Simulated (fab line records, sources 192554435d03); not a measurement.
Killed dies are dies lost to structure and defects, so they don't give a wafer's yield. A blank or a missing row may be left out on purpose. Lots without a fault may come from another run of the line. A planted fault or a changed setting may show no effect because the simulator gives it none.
Which tool did it? | flow n5_finfet | 24 lots, 72 wafers sampled, at 6 steps of a route of 1938

WHAT THE GAUGES READ, wafer by wafer
N5_BEOL_M1_THK_MEAS_53: measures by xrf.
lot  | measured     | on            | M1_THK (nm)
L075 | day 7 05:53  | film_metro-02 | 40.8 41.2 41.7
L074 | day 7 07:49  | film_metro-02 | 38.8 41.9 41.9
L076 | day 7 08:50  | film_metro-01 | 42.6 42.6 43.1
L077 | day 7 08:56  | film_metro-01 | 39.4 44.3 39.9
L078 | day 7 12:49  | film_metro-01 | 41.1 42.2 43.5
L079 | day 8 00:47  | film_metro-02 | 41.5 43.8 43.8
L080 | day 8 01:25  | film_metro-02 | 38.9 40.6 41.1
L081 | day 8 04:02  | film_metro-01 | 39.2 40.7 40.4
L082 | day 8 07:34  | film_metro-01 | 37.6 42.3 42.1
L083 | day 8 17:31  | film_metro-01 | 39.8 41.2 40.2
L084 | day 9 00:57  | film_metro-01 | 43.7 43.5 44.2
L085 | day 9 09:08  | film_metro-01 | 38.5 41.9 40.7
L086 | day 9 18:11  | film_metro-02 | 40.0 40.3 42.2
L088 | day 10 14:16 | film_metro-02 | 40.9 39.1 40.7
L087 | day 10 23:21 | film_metro-01 | 43.6 40.0 41.6
L089 | day 11 03:55 | film_metro-02 | 38.5 42.4 43.3
L090 | day 11 04:01 | film_metro-01 | 41.8 40.4 43.5
L091 | day 11 06:20 | film_metro-02 | 39.8 38.6 40.6
L093 | day 11 14:08 | film_metro-02 | 40.7 39.3 42.4
L095 | day 11 14:16 | film_metro-02 | 40.8 42.2 42.1
L092 | day 11 16:07 | film_metro-02 | 40.2 40.4 40.7
L094 | day 12 02:50 | film_metro-01 | 40.3 41.7 40.0
L096 | day 12 08:13 | film_metro-02 | 38.5 39.9 42.3
L097 | day 12 14:58 | film_metro-02 | 41.6 42.0 42.5

N5_BEOL_M2_OVL_MEAS_12.
lot  | measured     | on         | M2_OVL (nm)
L075 | day 7 09:02  | overlay-01 | -0.7 0.3 -0.5
L074 | day 7 09:20  | overlay-01 | 0.8 -0.3 1.5
L076 | day 7 10:28  | overlay-01 | -1.0 -0.4 -1.2
L077 | day 7 11:29  | overlay-01 | -0.2 0.2 -0.2
L078 | day 7 17:05  | overlay-01 | -0.5 -0.8 -0.9
L079 | day 8 01:51  | overlay-01 | 0.2 -0.2 0.3
L080 | day 8 04:02  | overlay-02 | -0.3 0.2 0.1
L081 | day 8 05:13  | overlay-02 | -0.4 -0.1 -0.5
L082 | day 8 09:02  | overlay-01 | -0.1 0.4 -0.4
L083 | day 8 20:52  | overlay-01 | 0.1 -0.2 0.1
L084 | day 9 05:38  | overlay-01 | 0.1 1.4 -0.4
L085 | day 9 12:19  | overlay-02 | 0.5 -0.1 -0.4
L086 | day 9 19:35  | overlay-01 | -0.6 -1.3 -0.5
L088 | day 10 15:59 | overlay-01 | -0.9 -0.3 -0.2
L087 | day 11 00:48 | overlay-02 | 0.3 -0.3 0.0
L089 | day 11 06:40 | overlay-02 | 0.3 -0.5 -1.2
L090 | day 11 06:52 | overlay-01 | -0.9 -0.6 -0.6
L091 | day 11 10:23 | overlay-01 | -0.2 0.6 0.0
L093 | day 11 15:38 | overlay-02 | -0.1 0.5 0.7
L095 | day 11 15:50 | overlay-01 | -1.2 -0.6 -1.2
L092 | day 11 18:34 | overlay-02 | -1.6 -0.2 -0.4
L094 | day 12 04:28 | overlay-02 | 0.6 0.0 0.4
L096 | day 12 11:22 | overlay-01 | -1.0 0.6 0.0
L097 | day 12 17:55 | overlay-02 | 1.2 0.9 1.4

N5_BEOL_M2_CD_MEAS_18: pitch 36 nm, target cd 18 nm.
lot  | measured     | on        | cd_nm (nm)
L075 | day 7 09:39  | cd_sem-02 | 17.7 18.2 18.2
L074 | day 7 09:52  | cd_sem-03 | 18.5 18.2 18.0
L076 | day 7 11:12  | cd_sem-01 | 18.2 17.3 17.3
L077 | day 7 12:01  | cd_sem-03 | 17.9 18.4 18.0
L078 | day 7 17:40  | cd_sem-02 | 17.7 17.4 17.4
L079 | day 8 02:32  | cd_sem-01 | 18.1 18.3 18.2
L080 | day 8 04:34  | cd_sem-02 | 18.1 18.4 17.7
L081 | day 8 05:44  | cd_sem-02 | 18.3 18.7 17.7
L082 | day 8 09:33  | cd_sem-02 | 18.1 18.5 17.7
L083 | day 8 21:31  | cd_sem-02 | 18.3 18.1 18.2
L084 | day 9 06:10  | cd_sem-03 | 18.1 18.3 18.3
L085 | day 9 13:08  | cd_sem-01 | 18.0 18.3 18.0
L086 | day 9 20:07  | cd_sem-03 | 18.2 18.0 18.0
L088 | day 10 16:31 | cd_sem-01 | 17.7 18.0 18.3
L087 | day 11 01:32 | cd_sem-02 | 18.0 18.6 18.3
L089 | day 11 07:28 | cd_sem-01 | 18.3 18.1 17.6
L090 | day 11 07:38 | cd_sem-03 | 17.5 17.8 18.2
L091 | day 11 11:07 | cd_sem-03 | 18.4 18.4 18.5
L093 | day 11 16:19 | cd_sem-02 | 17.9 18.0 17.7
L095 | day 11 16:47 | cd_sem-01 | 18.0 18.9 18.7
L092 | day 11 19:37 | cd_sem-02 | 18.9 17.8 18.5
L094 | day 12 04:59 | cd_sem-03 | 18.1 18.3 18.4
L096 | day 12 11:54 | cd_sem-01 | 17.9 17.9 17.8
L097 | day 12 18:26 | cd_sem-02 | 17.8 18.4 17.6

WHICH TOOL RAN EACH LOT (tool, then ch and the chambers of the sampled wafers, then the start)
lot  | N5_BEOL_M1_CMP_52             | N5_BEOL_M1_DEP_57               | N5_BEOL_M2_HM_OPEN_17
L075 | cmp-01 ch 0,2,3, day 7 05:40  | pecvd-04 ch 0,1,2, day 7 06:04  | rie_metal-03 ch 1, day 7 09:22
L074 | cmp-03 ch 0,2,3, day 7 07:31  | pecvd-04 ch 0,1, day 7 08:00    | rie_metal-02 ch 0,1, day 7 09:41
L076 | cmp-01 ch 0,1,2, day 7 08:33  | pecvd-02 ch 1,2, day 7 09:02    | rie_metal-03 ch 1, day 7 10:56
L077 | cmp-03 ch 1,3, day 7 08:40    | pecvd-04 ch 0,2, day 7 09:07    | rie_metal-02 ch 0,1, day 7 11:50
L078 | cmp-04 ch 0,1,2, day 7 12:31  | pecvd-02 ch 0,1, day 7 13:01    | rie_metal-02 ch 0,1, day 7 17:26
L079 | cmp-03 ch 0,2, day 8 00:31    | pecvd-04 ch 1,2, day 8 00:58    | rie_metal-02 ch 1, day 8 02:13
L080 | cmp-03 ch 0,1,2, day 8 01:14  | pecvd-03 ch 0,1,2, day 8 01:37  | rie_metal-03 ch 0,1, day 8 04:23
L081 | cmp-01 ch 0,2,3, day 8 03:49  | pecvd-04 ch 1,2, day 8 04:14    | rie_metal-01 ch 0,1, day 8 05:33
L082 | cmp-01 ch 1,2,3, day 8 07:16  | pecvd-04 ch 0,1,2, day 8 07:45  | rie_metal-01 ch 0, day 8 09:22
L083 | cmp-04 ch 0,1, day 8 17:13    | pecvd-04 ch 1,2, day 8 17:47    | rie_metal-03 ch 0,1, day 8 21:20
L084 | cmp-03 ch 0,2,3, day 9 00:46  | pecvd-04 ch 0,1,2, day 9 01:08  | rie_metal-02 ch 0,1, day 9 05:59
L085 | cmp-01 ch 1,2,3, day 9 08:53  | pecvd-02 ch 0,1,2, day 9 09:20  | rie_metal-03 ch 0,1, day 9 12:52
L086 | cmp-03 ch 0,2,3, day 9 17:55  | pecvd-04 ch 0,1, day 9 18:23    | rie_metal-03 ch 0,1, day 9 19:56
L088 | cmp-03 ch 1,2,3, day 10 13:58 | pecvd-03 ch 0,2, day 10 14:35   | rie_metal-02 ch 1, day 10 16:20
L087 | cmp-01 ch 1,2, day 10 23:05   | pecvd-03 ch 0,1, day 10 23:32   | rie_metal-02 ch 0,1, day 11 01:20
L089 | cmp-03 ch 0,1,3, day 11 03:37 | pecvd-03 ch 0,1,2, day 11 04:06 | rie_metal-01 ch 0,1, day 11 07:17
L090 | cmp-01 ch 0,1,2, day 11 03:50 | pecvd-02 ch 0,1,2, day 11 04:14 | rie_metal-03 ch 0, day 11 07:26
L091 | cmp-03 ch 1,2,3, day 11 06:02 | pecvd-03 ch 1,2, day 11 06:32   | rie_metal-03 ch 0, day 11 10:51
L093 | cmp-01 ch 2,3, day 11 13:50   | pecvd-04 ch 0,2, day 11 14:19   | rie_metal-03 ch 0, day 11 16:00
L095 | cmp-03 ch 0,1,3, day 11 14:01 | pecvd-02 ch 1,2, day 11 14:28   | rie_metal-02 ch 0, day 11 16:37
L092 | cmp-04 ch 0,1, day 11 15:49   | pecvd-02 ch 0,1,2, day 11 16:20 | rie_metal-02 ch 0,1, day 11 19:07
L094 | cmp-01 ch 1,2,3, day 12 02:32 | pecvd-03 ch 0,1,2, day 12 03:02 | rie_metal-03 ch 0,1, day 12 04:49
L096 | cmp-04 ch 1,2, day 12 07:56   | pecvd-02 ch 0,1, day 12 08:25   | rie_metal-03 ch 0,1, day 12 11:43
L097 | cmp-03 ch 0,2,3, day 12 14:44 | pecvd-02 ch 0,1,2, day 12 15:09 | rie_metal-02 ch 0,1, day 12 18:16
- N5_BEOL_M1_CMP_52: polishes, stops on SiOC, t overpolish 6.8 s, target thk 40 nm.
- N5_BEOL_M1_DEP_57: deposits SiCN from 3MS/NH3, target thk 8 nm, time 14 s.
- N5_BEOL_M2_HM_OPEN_17: chemistry Cl2/BCl3, target TiN, target depth 20 nm, overetch 6 nm.

WHAT THE TOOLS THEMSELVES READ (means of the sampled wafers that have a number; where no wafer has one, the mark that the record gives instead)
N5_BEOL_M1_CMP_52.
lot  | tool   | barrier_field_endpoint_s (s) | motor_current_A (A) | overpolish_run_s (s) | pad_life_wafers | retaining_ring_pressure_frac | time_to_endpoint_s (s)
L075 | cmp-01 | 25.4                         | 6.4                 | 6.805                | 740             | 0.999                        | 63
L074 | cmp-03 | 25.4                         | 5.7                 | 6.803                | 2156            | 0.996                        | 67
L076 | cmp-01 | 25.2                         | 6.2                 | 6.812                | 775             | 1.002                        | 62
L077 | cmp-03 | 25.0                         | 5.8                 | 6.793                | 2168            | 1.000                        | 65
L078 | cmp-04 | 24.5                         | 5.5                 | 6.805                | 1382            | 1.001                        | 62
L079 | cmp-03 | 24.9                         | 5.7                 | 6.791                | 80              | 1.002                        | 62
L080 | cmp-03 | 24.7                         | 5.9                 | 6.806                | 87              | 1.001                        | 61
L081 | cmp-01 | 25.1                         | 6.3                 | 6.802                | 974             | 0.996                        | 61
L082 | cmp-01 | 25.9                         | 5.9                 | 6.790                | 1009            | 0.998                        | 63
L083 | cmp-04 | 25.2                         | 5.7                 | 6.804                | 1578            | 0.997                        | 63
L084 | cmp-03 | 25.6                         | 5.9                 | 6.798                | 279             | 1.001                        | 70
L085 | cmp-01 | 25.1                         | 6.1                 | 6.799                | 1202            | 1.003                        | 59
L086 | cmp-03 | 25.4                         | 5.6                 | 6.804                | 380             | 0.998                        | 67
L088 | cmp-03 | 25.5                         | 5.9                 | 6.806                | 505             | 1.004                        | 65
L087 | cmp-01 | 24.5                         | 6.3                 | 6.807                | 1483            | 0.998                        | 59
L089 | cmp-03 | 24.4                         | 5.8                 | 6.807                | 626             | 1.001                        | 64
L090 | cmp-01 | 25.3                         | 6.2                 | 6.805                | 1539            | 0.996                        | 61
L091 | cmp-03 | 24.8                         | 6.0                 | 6.804                | 638             | 0.997                        | 66
L093 | cmp-01 | 24.3                         | 6.5                 | 6.807                | 1590            | 0.999                        | 59
L095 | cmp-03 | 24.9                         | 5.8                 | 6.800                | 722             | 0.998                        | 64
L092 | cmp-04 | 24.5                         | 5.9                 | 6.796                | 6               | 1.004                        | 59
L094 | cmp-01 | 24.5                         | 5.9                 | 6.801                | 1694            | 1.002                        | 64
L096 | cmp-04 | 25.4                         | 5.6                 | 6.793                | 162             | 0.996                        | 65
L097 | cmp-03 | 24.9                         | 5.6                 | 6.802                | 938             | 1.005                        | 67

N5_BEOL_M1_DEP_57.
lot  | tool     | showerhead_plenum_p_Torr (Torr) | throttle_valve_pct (%)
L075 | pecvd-04 | 3.675                           | 8.98
L074 | pecvd-04 | 3.683                           | 9.36
L076 | pecvd-02 | 3.668                           | 8.63
L077 | pecvd-04 | 3.688                           | 8.97
L078 | pecvd-02 | 3.661                           | 9.00
L079 | pecvd-04 | 3.669                           | 9.00
L080 | pecvd-03 | 3.647                           | 8.98
L081 | pecvd-04 | 3.664                           | 8.95
L082 | pecvd-04 | 3.669                           | 9.08
L083 | pecvd-04 | 3.668                           | 8.95
L084 | pecvd-04 | 3.676                           | 9.02
L085 | pecvd-02 | 3.668                           | 8.84
L086 | pecvd-04 | 3.679                           | 9.35
L088 | pecvd-03 | 3.641                           | 8.80
L087 | pecvd-03 | 3.659                           | 8.85
L089 | pecvd-03 | 3.650                           | 8.99
L090 | pecvd-02 | 3.667                           | 8.83
L091 | pecvd-03 | 3.653                           | 8.72
L093 | pecvd-04 | 3.686                           | 9.15
L095 | pecvd-02 | 3.666                           | 8.96
L092 | pecvd-02 | 3.671                           | 8.90
L094 | pecvd-03 | 3.650                           | 8.81
L096 | pecvd-02 | 3.667                           | 8.87
L097 | pecvd-02 | 3.667                           | 8.87

N5_BEOL_M2_HM_OPEN_17.
lot  | tool         | drypump_motor_current_A (A) | oes_product_au (a.u.) | throttle_valve_pct (%)
L075 | rie_metal-03 | 4.9                         | 0.53                  | 21.90
L074 | rie_metal-02 | 5.5                         | 0.62                  | 21.89
L076 | rie_metal-03 | 4.9                         | 0.53                  | 21.89
L077 | rie_metal-02 | 5.7                         | 0.59                  | 21.93
L078 | rie_metal-02 | 5.6                         | 0.61                  | 21.91
L079 | rie_metal-02 | 5.5                         | 0.64                  | 21.86
L080 | rie_metal-03 | 5.7                         | 0.58                  | 22.23
L081 | rie_metal-01 | 5.5                         | 0.63                  | 22.00
L082 | rie_metal-01 | 4.8                         | 0.52                  | 21.90
L083 | rie_metal-03 | 5.8                         | 0.58                  | 22.24
L084 | rie_metal-02 | 5.5                         | 0.61                  | 21.89
L085 | rie_metal-03 | 5.7                         | 0.58                  | 22.22
L086 | rie_metal-03 | 5.8                         | 0.57                  | 22.24
L088 | rie_metal-02 | 5.5                         | 0.63                  | 21.86
L087 | rie_metal-02 | 5.6                         | 0.60                  | 21.92
L089 | rie_metal-01 | 5.5                         | 0.64                  | 21.99
L090 | rie_metal-03 | 6.1                         | 0.59                  | 22.42
L091 | rie_metal-03 | 6.1                         | 0.59                  | 22.40
L093 | rie_metal-03 | 6.2                         | 0.59                  | 22.40
L095 | rie_metal-02 | 5.8                         | 0.55                  | 22.00
L092 | rie_metal-02 | 5.6                         | 0.60                  | 21.93
L094 | rie_metal-03 | 5.8                         | 0.67                  | 22.26
L096 | rie_metal-03 | 5.3                         | 0.74                  | 22.11
L097 | rie_metal-02 | 5.6                         | 0.60                  | 21.92

THE ANSWER, worked out from the rows above alone
Rule: what is usual is taken from the lots themselves. Put in order of their means at a reading, lots are off if they are a third of the lots or fewer, leave a main group of 4 or more, and stand apart from it by a gap of 3 or more times the standard deviation of the main group's means; of several such gaps the widest counts. A main group whose means are all the same, to the digits that the tables above print for the reading, isn't used. A lot without any number at a reading at which 4 lots or more have one is off too. The other lots that the step has rows for count as sound. The gauges are gone through in route order, then the tools' own readings, and for those a lot's mean is taken as printed above. The first step at which some lot is off is used, and at that step the reading that is off furthest; a lot without a number counts as furthest.
No lot is off at any reading shown: from this, nothing can be told.

WHAT THE SIMULATOR HAD PUT IN
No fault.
